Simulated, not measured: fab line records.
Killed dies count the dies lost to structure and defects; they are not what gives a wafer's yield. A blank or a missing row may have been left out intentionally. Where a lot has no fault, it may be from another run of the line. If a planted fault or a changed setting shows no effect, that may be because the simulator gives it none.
A struck lot beside a sound one ; flow n5Finfet ; 15 out of 1938 route steps
Sound: the wafers L107.1, L107.2, L107.5. Struck: wafer L103.2. (L103.1 of the same lot was not struck and is left out.) The cause comes at the end.
At each step with rows: each side's tool, then ch and its chambers, then its first start. Under that, the readings that differ: sound wafers ; struck wafers ; difference of the means ; sigmas: that difference in standard deviations of wafers without a fault.
alike: same words and numbers on both sides, and readings whose means sit less than 2 such deviations apart. not compared: any withheld reading, any reading some wafer has no value for, any bound like >300 that may hide the same value, and any number with overlapping values for which the record gives no deviation.
Wherever a step has rows on one side only, a row that says differs or no value, or a row with sigmas, the two part there. When numbers do not overlap yet have no deviation, they are printed without sigmas and do not part them. Lack of a reading on every wafer of one side parts them only where that side has two or more wafers.

first, 1 step without rows for these wafers: N5_BEOL_M7_TRENCH_ETCH_37 (etches SiCOH lowk in C4F6/O2, target depth 93.478 nm, time 31.2 s).
N5_BEOL_M7_ETCH_41: etches SiCN in CH3F/O2, target depth 31.9 nm, time 57.8 s.
  sound on rieDiel-01 ch 1,2,3; struck on rieDiel-04 ch 0
  alike: drypumpMotorCurrentA, mfcArSccm, oesProductAu, rfVppV, showerheadPlenumPTorr, throttleValvePct
  not compared: rfHoursCounterH
then, 1 step without rows for these wafers: N5_BEOL_M7_STRIP_80 (strips in N2/H2, time 10 s).
N5_BEOL_M7_OCD_MEAS_38:
  sound on ocd-01, day 14 19:28; struck on ocd-02, day 14 03:12
reading;sound;struck;difference;sigmas
trenchDepthNm (nm);92.1 92.2 91.4;98.0;+6.1;+3
then, 4 steps without rows for these wafers: N5_BEOL_M7_HM_STRIP_39 (strips TiN in peroxide tin strip, target depth 25 nm, time 158 s); N5_BEOL_M7_SRD_40 (time 30 s); N5_BEOL_M7_PRECLEAN_42 (cleans in residue remover, time 60 s); N5_BEOL_M7_SRD_43 (time 30 s).
N5_BEOL_M7_CD_MEAS_35: target cd 40 nm.
  sound on cdSem-02, day 14 19:37; struck on cdSem-02, day 14 03:21
  alike: cdNm
N5_BEOL_M7_CURE_75: cures SiCOH lowk, time 120 s.
  sound on uvCure-02 ch 1, day 14 19:43; struck on uvCure-03 ch 1, day 14 03:23
  alike: lampPowerPct, wafer_temp_C_max
N5_BEOL_M7_DEGAS_44: time 60 s.
  sound on pvdSputter-03, day 14 20:08; struck on pvdSputter-03, day 14 04:09
  alike: heaterPowerW
N5_BEOL_M7_PRE_CLEAN_45: time 30 s.
  sound on pvdSputter-03, day 14 20:10; struck on pvdSputter-03, day 14 04:11
  alike: heaterPowerW
N5_BEOL_M7_ALD_77: deposits TaN, target thk 2 nm, pulse time 2 s, purge time 3 s.
  sound on aldMetal-03 ch 2,3, day 14 20:15; struck on aldMetal-02 ch 0, day 14 04:15
reading;sound;struck;difference;sigmas
aldCycles;40 40 40;51;+11;
model.TaN_of_BEOL_M7_ALD_77.thkNm (nm);2 2 2;2.6;+0.6;
  alike: heaterPowerW
N5_BEOL_M7_SURFACE_TREAT_79:
  sound on pvdSputter-03, day 14 20:34; struck on pvdSputter-03, day 14 04:35
  not compared: throttleValvePct
-- the record jumps here: 3 days lie between the struck wafers' starts before and after (it left off in module BEOL_M7 and takes up again in module PASSIVATION, whose first step shown is number 1936 of the route) --
N5_PASSIVATION_PROBE_49:
  record: rows for the struck wafers here (prober-01, day 17 11:47), none for the sound ones

== WHERE THEY PART ==
Earliest at N5_BEOL_M7_OCD_MEAS_38; latest, in this record, at N5_PASSIVATION_PROBE_49.

WHY: what had been put in by the simulator
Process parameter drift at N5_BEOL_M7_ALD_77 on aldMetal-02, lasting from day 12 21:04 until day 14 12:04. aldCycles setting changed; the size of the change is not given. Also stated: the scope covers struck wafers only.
